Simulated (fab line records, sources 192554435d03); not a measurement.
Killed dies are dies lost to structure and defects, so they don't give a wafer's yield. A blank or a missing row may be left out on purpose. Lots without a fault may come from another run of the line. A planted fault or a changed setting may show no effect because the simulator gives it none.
Which tool did it? | flow n5_finfet | 10 lots, 28 wafers sampled, at 2 steps of a route of 1938

WHAT THE GAUGES READ, wafer by wafer
N5_BEOL_M14_INSPECT_55: inspects for defects (darkfield).
lot  | measured     | on                | raw_defect_count
L703 | day 10 18:45 | defect_inspect-01 | 87 85 64
L705 | day 11 11:20 | defect_inspect-02 | 80 58 61
L708 | day 11 21:11 | defect_inspect-01 | 64 67 58
L711 | day 13 02:55 | defect_inspect-02 | 93 91 82
L720 | day 15 08:49 | defect_inspect-01 | 65 54
L718 | day 15 08:35 | defect_inspect-01 | 52 48
L721 | day 15 18:55 | defect_inspect-01 | 48 59 38
L723 | day 16 06:31 | defect_inspect-02 | 134 132 116
L724 | day 16 16:15 | defect_inspect-01 | 54 75 32
L726 | day 16 23:56 | defect_inspect-02 | 128 68 95

WHICH TOOL RAN EACH LOT (tool, then ch and the chambers of the sampled wafers, then the start)
lot  | N5_BEOL_M14_ETCH_38
L703 | rie_diel-06 ch 0,2, day 10 18:45 or earlier
L705 | rie_diel-03 ch 0,1, day 11 11:20 or earlier
L708 | rie_diel-01 ch 2,3, day 11 21:11 or earlier
L711 | rie_diel-01 ch 0,1,2, day 13 02:55 or earlier
L720 | rie_diel-03 ch 1,3, day 15 08:49 or earlier
L718 | rie_diel-06 ch 0,1, day 15 08:35 or earlier
L721 | rie_diel-01 ch 0,2, day 15 18:55 or earlier
L723 | rie_diel-03 ch 0,1,2, day 16 06:31 or earlier
L724 | rie_diel-01 ch 0,3, day 16 16:15 or earlier
L726 | rie_diel-03 ch 1,2, day 16 23:56 or earlier
- N5_BEOL_M14_ETCH_38: etches SiCN in CF4/N2, target depth 106.5 nm, time 120.6 s.

THE ANSWER, worked out from the rows above alone
Rule: what is usual is taken from the lots themselves. Put in order of their means at a reading, lots are off if they are a third of the lots or fewer, leave a main group of 4 or more, and stand apart from it by a gap of 3 or more times the standard deviation of the main group's means; of several such gaps the widest counts. A main group whose means are all the same, to the digits that the tables above print for the reading, isn't used. A lot without any number at a reading at which 4 lots or more have one is off too. The other lots that the step has rows for count as sound.
No lot is off at any reading shown: from this, nothing can be told.

WHAT THE SIMULATOR HAD PUT IN
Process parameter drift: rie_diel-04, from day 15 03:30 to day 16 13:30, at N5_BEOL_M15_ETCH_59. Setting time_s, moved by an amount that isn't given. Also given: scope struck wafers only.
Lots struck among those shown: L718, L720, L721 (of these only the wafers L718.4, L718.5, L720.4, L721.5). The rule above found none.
